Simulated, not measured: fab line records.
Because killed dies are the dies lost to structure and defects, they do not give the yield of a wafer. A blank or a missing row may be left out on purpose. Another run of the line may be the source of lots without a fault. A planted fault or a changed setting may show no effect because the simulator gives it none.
fab line records	flow n5Finfet
record: lots: 6	wafers: 17	lastDay: 18
route steps=1938 shown BEOL_M0_SAQP@656 BEOL_M4@1111
lots that met no fault: from a run of the same line without faults
startH: start of the lot's first displayed wafer, in hours after the record's first day	waitH: hours since the lot's step before	" as in the row above	L1.1+2: one row covering several wafers at once	- no value, or no start given	* or withheld: withheld	< > ~ a bound
route shown NAME@n: a module of which the file shows steps, and the number in the route of the first	usual: mean/standard deviation taken from wafers without a fault	same: alike in all rows	chamber/n: place in a boat	sites: readings site by site	_std_site: the standard deviation of these	_edge_site: the outer-site mean with the inner-site mean subtracted	radiusMm: how far each site lies from the wafer's centre	mask NAME#n: copy n	behind: tool/chamber where the wafer was last shaped	hold: cause of the lot's hold/its duration in hours/its outcome	device: the transistor (n, p or np) that didn't switch	end of line: the route-end tests of the same wafers	a step without rows: its recipe alone	killed: dies that structure and defects cost at the first sort, which is not the same as the wafer's yield	map: per-die view of a wafer (x killed, . not killed, _ where there is no die)
set.NAME: the setting as run; set.NAME@STEP: as run at that earlier step	model.NAME: the simulator's own value behind a step, which no gauge read
lots seen at some steps along the route; tables by step, rows by wafer
services: the hour from which a tool's chamber was out of use, counted from the record's first day as startH (under 0 if before that day), plus the number of hours and why
== steps ==
step: N5_BEOL_M0_SAQP_HM_OPEN_112
recipe: chemistry: CHF3/O2	target: SiO2	stopOn: a-Si	targetDepthA: 120	overEtchFrac: 1.25	maskMaterial: SOC	timeS: 13.5	pressureMtorr: 30	sourceW: 650	biasW: 170	Ar_flow_sccm: 200	CHF3_flow_sccm: 50	O2_flow_sccm: 5	ionEnergyEv: 200	ends: endPoint
usual: drypumpMotorCurrentA: 5.8/0.5	oes_ar_750_au: 0.80/0.085	oesProductAu: 0.53/0.055	rfFwdPowerW: 644.5/2.3	rfVppV: 524/11	showerheadPlenumPTorr: 2.45/0.07	throttleValvePct: 18.8/0.34
lot.wafer	tool	chamber	startH	waitH	drypumpMotorCurrentA	oes_ar_750_au	oesProductAu	rfFwdPowerW	rfHoursCounterH	rfVppV	showerheadPlenumPTorr	throttleValvePct
L829.1	rieDiel-02	0	135.05	0.0	5.1	0.71	0.47	645.0	184	529	2.40	19.2
L829.4	"	2	"	"	6.6	0.93	0.62	641.9	7	537	2.47	18.3
L829.5	"	1	"	"	5.4	0.87	0.58	640.7	-	522	2.44	18.4
L833.1	rieDiel-03	0	149.65	0.0	5.9	0.76	0.50	645.7	151	521	2.42	18.8
L833.5	"	1	"	"	6.0	0.76	0.50	646.5	-	500	2.31	19.0
L833.6	"	2	"	"	5.1	0.81	0.53	643.3	-	516	2.43	19.0
L837.3	rieDiel-04	2	169.83	0.0	5.7	0.73	0.48	641.4	148	538	2.51	19.2
L837.6	"	1	"	"	6.3	0.74	0.49	647.6	-	536	2.49	18.6
L843.3	rieDiel-04	2	209.16	0.0	5.7	0.72	0.47	644.7	163	537	2.51	19.2
L843.4	"	3	"	"	5.7	1.00	0.65	644.1	4	520	2.45	18.1
L843.5	"	0	"	"	5.6	0.72	0.48	643.8	-	528	2.40	19.3
L846.2	rieDiel-03	0	224.39	0.0	5.9	0.75	0.50	643.5	175	521	2.41	18.9
L846.5	"	3	"	"	5.6	0.88	0.58	646.0	-	508	2.55	18.6
L846.6	"	0	"	"	5.9	0.74	0.50	642.3	-	520	2.41	18.9
L847.2	rieDiel-02	3	240.79	0.0	6.6	0.89	0.58	645.8	47	530	2.55	18.8
L847.4	"	0	"	"	5.1	0.69	0.44	644.6	219	529	2.39	19.3
L847.5	"	1	"	"	5.4	0.82	0.53	643.4	-	519	2.43	18.5
step: N5_BEOL_M0_SAQP_STRIP_113
recipe: chemistry: CHF3/O2	resist: SiARC	rfFrequencyHz: 6e+07
step: N5_BEOL_M0_SAQP_MANDREL_ETCH_20
recipe: targetDepthA: 600	chemistry: HBr/Cl2	target: a-Si	stopOn: SiNx	btTimeS: 10	maskMaterial: SOC	overEtchFrac: 0.5	timeS: 30	pressureMtorr: 10	icpW: 800	biasW: 75	HBr_flow_sccm: 150	Cl2_flow_sccm: 80	ends: endPoint
usual: drypumpMotorCurrentA: 5.9/0.45	oesProductAu: 0.768/0.013	rfFwdPowerW: 796.0/2.6	throttleValvePct: 35.5/0.33
lot.wafer	tool	chamber	startH	waitH	drypumpMotorCurrentA	oesProductAu	rfFwdPowerW	rfHoursCounterH	throttleValvePct
L829.1	rieSi-02	0	135.13	0.0	6.4	0.787	795.1	153	35.5
L829.4	"	2	"	"	5.9	0.792	800.6	7	35.4
L829.5	"	0	"	"	6.4	0.784	797.2	-	35.5
L833.1	rieSi-05	2	149.73	0.0	6.2	0.745	795.3	119	35.4
L833.5	"	0	"	"	5.9	0.772	793.3	-	35.5
L833.6	"	3	"	"	6.0	0.775	793.5	-	35.2
L837.3	rieSi-05	1	169.92	0.0	5.7	0.747	797.4	128	35.3
L837.6	"	3	"	"	6.0	0.757	794.4	-	35.2
L843.3	rieSi-02	2	209.25	0.0	5.9	0.783	798.1	8	35.4
L843.4	"	1	"	"	6.2	0.751	796.5	150	35.2
L843.5	"	2	"	"	5.9	0.785	800.1	-	35.4
L846.2	rieSi-02	0	224.47	0.0	6.4	0.777	800.6	155	35.5
L846.5	"	3	"	"	6.5	0.762	799.2	-	35.2
L846.6	"	0	"	"	6.4	0.793	799.3	-	35.5
L847.2	rieSi-05	3	240.87	0.0	6.0	0.766	798.0	74	35.2
L847.4	"	0	"	"	5.9	0.794	798.4	41	35.5
L847.5	"	3	"	"	6.0	0.773	801.9	-	35.2
step: N5_BEOL_M0_SAQP_STRIP_86
recipe: chemistry: N2/H2	powerW: 500	tempC: 40	pressureMtorr: 50	rfFrequencyHz: 6e+07	overashFraction: 0.3	biasPowerW: 28	h2Frac: 0.5	n2FlowSccm: 300	h2FlowSccm: 300
usual: drypumpMotorCurrentA: 5.8/0.48	oesProductAu: 0.79/0.083	rfVppV: 122.0/1.3	showerheadPlenumPTorr: 3.41/0.099	throttleValvePct: 18.84/0.25
lot.wafer	tool	chamber	startH	waitH	drypumpMotorCurrentA	oesProductAu	rfHoursCounterH	rfVppV	showerheadPlenumPTorr	throttleValvePct
L829.1	rieDiel-02	0	135.24	0.1	5.2	0.72	184	121.5	3.33	19.23
L829.4	"	1	"	"	5.4	0.85	47	118.3	3.41	18.53
L829.5	"	1	"	"	5.4	0.86	-	120.4	3.42	18.53
L833.1	rieDiel-04	0	149.88	0.1	5.6	0.72	172	121.5	3.32	18.85
L833.5	"	2	"	"	5.7	0.74	-	123.1	3.48	18.98
L833.6	"	3	"	"	5.7	0.69	-	121.5	3.47	18.81
L837.3	rieDiel-02	3	170.01	0.1	6.6	0.92	26	122.9	3.58	18.71
L837.6	"	0	"	"	5.2	0.71	-	122.8	3.32	19.24
L843.3	rieDiel-02	0	209.35	0.1	5.1	0.69	209	122.5	3.32	19.26
L843.4	"	2	"	"	6.7	0.90	32	117.4	3.44	19.12
L843.5	"	0	"	"	5.2	0.71	-	121.2	3.32	19.27
L846.2	rieDiel-04	3	224.57	0.1	5.8	0.99	8	121.9	3.46	18.40
L846.5	"	1	"	"	6.3	0.72	-	123.1	3.47	18.52
L846.6	"	0	"	"	5.6	0.71	-	121.6	3.31	18.90
L847.2	rieDiel-02	3	240.97	0.1	6.6	0.88	47	122.6	3.57	18.75
L847.4	"	2	"	"	6.7	0.87	41	121.0	3.43	19.12
L847.5	"	1	"	"	5.4	0.82	-	123.1	3.40	18.56
step: N5_BEOL_M0_SAQP_STRIP_115
recipe: chemistry: postEtchResidueRemover	timeS: 60	tempC: 25	removerPh: withheld	removerWaterWtPct: withheld	removerFluorideWtPct: withheld
step: N5_BEOL_M0_SAQP_SRD_93
recipe: dry: ipaMarangoni	timeS: 30	tempC: 23	rinseLiquid: diw
step: N5_BEOL_M0_SAQP_RECESS_114
recipe: chemistry: HF/NH3	target: SiO2	targetDepthA: 144	afsCycles: 3	tempC: 30	sublimationTempC: 180	sublimationTimeS: 60
usual: drypumpMotorCurrentA: 5.8/0.34	sublimationTempC: 180.01/0.15
same: sublimationTimeS: 60
lot.wafer	tool	chamber	startH	waitH	drypumpMotorCurrentA	sublimationTempC
L829.1	vaporEtch-01	0	135.38	0.0	5.4	180.26
L829.4	"	1	"	"	5.7	180.08
L829.5	"	1	"	"	5.7	180.01
L833.1	vaporEtch-02	1	150.01	0.0	6.0	180.03
L833.5	"	1	"	"	6.0	179.88
L833.6	"	0	"	"	6.4	179.94
L837.3	vaporEtch-02	0	170.27	0.1	6.3	179.90
L837.6	"	1	"	"	6.0	180.04
L843.3	vaporEtch-01	1	209.60	0.1	5.6	179.95
L843.4	"	0	"	"	5.4	180.13
L843.5	"	1	"	"	5.7	180.03
L846.2	vaporEtch-01	1	224.71	0.0	5.6	179.84
L846.5	"	1	"	"	5.6	179.93
L846.6	"	0	"	"	5.5	180.22
L847.2	vaporEtch-01	1	241.37	0.3	5.6	180.15
L847.4	"	0	"	"	5.4	180.07
L847.5	"	1	"	"	5.6	180.26
step: N5_BEOL_M0_SAQP_SPACER1_ALD_98
recipe: material: SiO2	targetThkA: 128	tempC: 300	aldPrecursorFamily: BDEAS	aldCoReactant: O2-plasma	pulseTimeS: 1	purgeTimeS: 2	coReactantPurgeTimeS: 2	aldCycles: 138	pressureTorr: 2
step: N5_BEOL_M0_SAQP_SPACER1_ETCHBACK_99
recipe: chemistry: CHF3/O2	mode: anisotropicEtchback	target: SiO2	targetDepthA: 154	timeS: 7.7	pressureMtorr: 30	sourceW: 650	biasW: 170	Ar_flow_sccm: 200	CHF3_flow_sccm: 50	O2_flow_sccm: 5	ionEnergyEv: 200
step: N5_BEOL_M0_SAQP_MANDREL1_REMOVE_100
recipe: chemistry: HBr/Cl2/O2	btTimeS: 10	target: a-Si	stopOn: SiNx	endpoint: OES-SiCl	overEtchFrac: 0.85	icpW: 600	biasW: 30	HBr_flow_sccm: 150	Cl2_flow_sccm: 80	O2_flow_sccm: 5	pressureMtorr: 10
step: N5_BEOL_M0_SAQP_CD_MEAS_25
recipe: targetCdNm: 13.1	landingEnergyEv: 1000	detector: seInlens
usual: cdNm: 12.83/0.25
lot.wafer	tool	chamber	startH	waitH	cdNm
L829.1	cdSem-01	0	138.27	0.1	12.76
L829.4	"	0	"	"	12.73
L829.5	"	0	"	"	12.96
L833.1	cdSem-01	0	151.58	0.1	12.77
L833.5	"	0	"	"	13.11
L833.6	"	0	"	"	12.71
L837.3	cdSem-01	0	171.20	0.1	12.64
L837.6	"	0	"	"	12.92
L843.3	cdSem-02	0	210.54	0.1	13.57
L843.4	"	0	"	"	12.98
L843.5	"	0	"	"	12.60
L846.2	cdSem-03	0	225.93	0.1	12.59
L846.5	"	0	"	"	12.63
L846.6	"	0	"	"	12.73
L847.2	cdSem-01	0	242.65	0.1	12.63
L847.4	"	0	"	"	12.57
L847.5	"	0	"	"	13.18
step: N5_BEOL_M0_SAQP_ETCH_101
recipe: chemistry: CH3F/O2	target: SiNx	maskMaterial: SiO2	targetDepthA: 299	timeS: 42.7	pressureMtorr: 30	sourceW: 395	biasW: 73	Ar_flow_sccm: 150	CH3F_flow_sccm: 30	O2_flow_sccm: 20	ionEnergyEv: 120
step: N5_BEOL_M0_SAQP_ETCH_102
recipe: chemistry: CF4	target: SiO2	targetDepthA: 40	ionEnergyEv: 350	timeS: 4.4	pressureMtorr: 10	icpW: 800	biasW: 400	cf4FlowSccm: 80
usual: drypumpMotorCurrentA: 5.7/0.52	oesProductAu: 0.990/0.023	rfFwdPowerW: 788/4.2	throttleValvePct: 21.92/0.24
lot.wafer	tool	chamber	startH	waitH	drypumpMotorCurrentA	oesProductAu	rfFwdPowerW	rfHoursCounterH	throttleValvePct	model.etch.depthNm
L829.1	rieSi-05	1	138.42	0.1	5.6	0.975	793	128	21.44	3.976
L829.4	"	2	"	"	6.2	0.982	791	119	22.05	4.019
L829.5	"	2	"	"	6.2	0.988	790	-	22.04	4.017
L833.1	rieSi-03	0	151.72	0.1	6.1	0.983	782	39	22.03	3.942
L833.5	"	3	"	"	5.7	0.955	787	-	21.88	3.865
L833.6	"	0	"	"	6.2	1.204	782	-	22.08	5.343
L837.3	rieSi-03	1	171.35	0.1	5.1	1.228	792	187	22.33	5.441
L837.6	"	1	"	"	5.1	1.216	796	-	22.35	5.395
L843.3	rieSi-05	1	210.82	0.1	5.7	0.983	793	129	21.44	4.021
L843.4	"	2	"	"	6.2	0.981	794	120	22.03	4.027
L843.5	"	1	"	"	5.7	0.977	795	-	21.44	3.992
L846.2	rieSi-05	1	226.18	0.1	5.7	0.987	788	129	21.44	4.012
L846.5	"	0	"	"	5.9	1.004	783	-	21.88	3.964
L846.6	"	1	"	"	5.7	0.983	790	-	21.44	4.008
L847.2	rieSi-03	0	242.80	0.1	6.2	0.969	783	41	22.01	3.953
L847.4	"	3	"	"	5.7	0.957	787	144	21.87	3.859
L847.5	"	0	"	"	6.2	0.977	785	-	22.01	3.964
step: N5_BEOL_M0_SAQP_MANDREL_ETCH_103
recipe: chemistry: HBr/Cl2	target: a-Si	targetDepthA: 450	btTimeS: 10	stopOn: SiCN	maskMaterial: SiO2	overEtchFrac: 0.8	timeS: 27	pressureMtorr: 10	icpW: 800	biasW: 75	HBr_flow_sccm: 150	Cl2_flow_sccm: 80	ends: endPoint
usual: drypumpMotorCurrentA: 5.7/0.52	oesProductAu: 0.676/0.011	rfFwdPowerW: 794/3.1	throttleValvePct: 35.7/0.36
lot.wafer	tool	chamber	startH	waitH	drypumpMotorCurrentA	oesProductAu	rfFwdPowerW	rfHoursCounterH	throttleValvePct
L829.1	rieSi-05	1	138.45	0.0	5.6	0.667	794	128	35.3
L829.4	"	2	"	"	6.2	0.676	796	119	35.4
L829.5	"	2	"	"	6.2	0.681	791	-	35.4
L833.1	rieSi-03	0	151.76	0.0	6.2	0.666	793	39	35.7
L833.5	"	3	"	"	5.7	0.666	796	-	36.0
L833.6	"	0	"	"	6.2	0.675	791	-	35.7
L837.3	rieSi-03	1	171.38	0.0	5.1	0.674	799	187	35.8
L837.6	"	1	"	"	5.1	0.680	792	-	35.8
L843.3	rieSi-05	1	210.85	0.0	5.7	0.680	794	129	35.3
L843.4	"	2	"	"	6.2	0.676	796	120	35.4
L843.5	"	1	"	"	5.7	0.683	795	-	35.3
L846.2	rieSi-05	1	226.21	0.0	5.6	0.666	801	130	35.3
L846.5	"	0	"	"	6.0	0.687	792	-	35.5
L846.6	"	1	"	"	5.6	0.670	796	-	35.3
L847.2	rieSi-03	0	242.83	0.0	6.2	0.676	791	41	35.6
L847.4	"	3	"	"	5.7	0.673	795	144	36.0
L847.5	"	0	"	"	6.2	0.676	789	-	35.6
step: N5_BEOL_M4_RC_MEAS_101
usual: DIBL_N: 35.9/1.4	DIBL_P: 35.9/1.7	IOFF_N: 0.160/0.026	IOFF_P: 0.21/0.036	ION_N: 672/11	ION_P: 461/8.1	SS_N: 71.4/0.54	SS_P: 73.2/0.67	VT_N: 249.3/2.7	VT_P: -250/3.9
lot.wafer	tool	chamber	startH	waitH	DIBL_N[mV/V]	DIBL_P[mV/V]	IOFF_N[nA/um]	IOFF_P[nA/um]	ION_N[uA/um]	ION_P[uA/um]	SS_N[mV/dec]	SS_P[mV/dec]	VT_N[mV]	VT_P[mV]
L829.1	prober-01	0	192.28	0.0	34.5	34.5	0.133	0.21	676	468	71.3	72.0	249.8	-251
L829.4	"	0	"	"	35.4	34.9	0.150	0.21	681	472	71.8	72.3	250.1	-248
L829.5	"	0	"	"	34.5	34.1	0.137	0.20	675	469	71.2	72.6	250.5	-247
L833.1	prober-01	0	197.43	0.0	35.6	36.0	0.145	0.20	664	454	71.7	72.9	250.9	-252
L833.5	"	0	"	"	33.9	35.2	0.126	0.19	665	459	70.2	73.1	252.5	-250
L833.6	"	0	"	"	35.0	35.5	0.149	0.19	662	459	71.4	72.1	251.5	-251
L837.3	prober-02	0	230.48	0.3	35.7	36.4	0.153	0.22	670	466	71.3	72.6	251.4	-249
L837.6	"	0	"	"	33.0	33.0	0.111	0.16	655	455	70.1	71.9	256.8	-255
L843.3	prober-01	0	266.15	0.3	36.5	33.9	0.162	0.19	663	448	72.6	72.6	252.6	-253
L843.4	"	0	"	"	35.8	34.6	0.165	0.19	675	454	72.0	73.0	249.6	-252
L843.5	"	0	"	"	36.2	34.7	0.167	0.20	662	455	71.4	73.5	249.7	-250
L846.2	prober-01	0	288.54	0.2	36.4	36.7	0.167	0.25	660	463	72.0	73.4	248.3	-246
L846.5	"	0	"	"	35.1	35.9	0.154	0.23	675	472	71.9	73.7	248.9	-247
L846.6	"	0	"	"	33.6	32.9	0.123	0.20	657	461	71.4	72.8	251.9	-250
L847.2	prober-02	0	309.51	0.2	36.5	34.8	0.142	0.16	669	456	71.0	73.1	250.3	-257
L847.4	"	0	"	"	36.6	35.4	0.139	0.16	658	447	71.4	73.3	253.1	-257
L847.5	"	0	"	"	35.4	33.4	0.124	0.14	665	448	70.8	72.6	252.1	-257
== services ==
tool	chamber	startH	hours	kind
rieSi-02	2	143.07	15.9	repair
rieDiel-03	-	163.99	0.5	repair
rieDiel-03	2	175.88	5.3	repair
rieDiel-04	3	179.20	-	clean
rieDiel-04	3	179.20	-	consumableReplace:focusRing
rieDiel-04	3	179.20	17.8	scheduledDown
rieDiel-04	3	179.20	17.8	ventCycle
rieDiel-02	3	190.09	4.6	repair
rieSi-03	1	205.65	-	clean
rieSi-03	1	205.65	16.1	scheduledDown
rieSi-03	1	205.65	16.1	ventCycle
rieSi-02	-	222.50	0.3	repair
rieDiel-03	0	236.50	2.5	repair
rieSi-02	-	237.34	2.8	pm
== key ==
firstSign: step: N5_BEOL_M0_SAQP_ETCH_102	reading: oesProductAu	direction: up	sigmas: 9.8	usual: 0.990	struck: 1.216
effect none on later readings
modelEffect: step: N5_BEOL_M0_SAQP_ETCH_102	value: etch.depthNm	without: 3.991	struck: 5.393
metAt N5_BEOL_M0_SAQP_ETCH_102
struckWafers L833.6,L837.3,L837.6
fault: kind: processParameterDrift	tool: rieSi-03	chamber: -	onsetH: 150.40	steps: N5_BEOL_M0_SAQP_ETCH_102	channel: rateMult	offset: 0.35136	shape: step	endH: 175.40	scope: struckWafersOnly
